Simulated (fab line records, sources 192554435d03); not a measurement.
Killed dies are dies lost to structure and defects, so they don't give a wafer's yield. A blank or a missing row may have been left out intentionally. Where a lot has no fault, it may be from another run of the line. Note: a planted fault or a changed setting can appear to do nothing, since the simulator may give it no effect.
Matching of chambers	flow n5Finfet	rieSi-04 running N5_BEOL_M0_SAQP_MANDREL2_REMOVE_110: 4 sister chambers
The step chemistry HBr/Cl2/O2, target a-Si, stops on SiCN, bt time 10 s. 4 wafers are shown with their chamber, then 9 later ones without.

## WAFERS PAIRED WITH THEIR CHAMBERS
wafer	chamber	drypumpMotorCurrentA (A)
L085.6	1	6.6
L090.1	2	5.1
L090.4	0	6.3
L090.5	3	5.1

## WAFERS MISSING THEIR CHAMBER
wafer	drypumpMotorCurrentA (A)
L093.3	5.2
L093.5	6.3
L093.6	6.6
L094.1	6.5
L094.2	5.1
L094.4	6.3
L096.1	5.1
L096.2	6.6
L096.3	5.1

## THE CHAMBER EACH PASSED THROUGH
wafer	from the rows above	in truth
L093.3	can't be placed: 2 or 3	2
L093.5	0	0
L093.6	1	1
L094.1	1	1
L094.2	can't be placed: 2 or 3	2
L094.4	0	0
L096.1	can't be placed: 2 or 3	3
L096.2	1	1
L096.3	can't be placed: 2 or 3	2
Correctly placed: 5 of 9. From these rows, 4 cannot be placed; in 4 the true chamber is one of the candidates. Number placed wrongly: 0.
How it was worked out, from the rows above alone: a wafer's distance from a chamber is the root of the sum, over the readings, of the square of ((its reading less the chamber's mean) divided by the reading's scatter). The wafer belongs to the nearest chamber; if the next one is less than 2 further off, it can't be placed. The mean given for a chamber averages the wafers shown for that chamber. The scatter: with one shown wafer a chamber, the root of the mean of the squares of how far each hidden wafer lies from its nearest shown one.
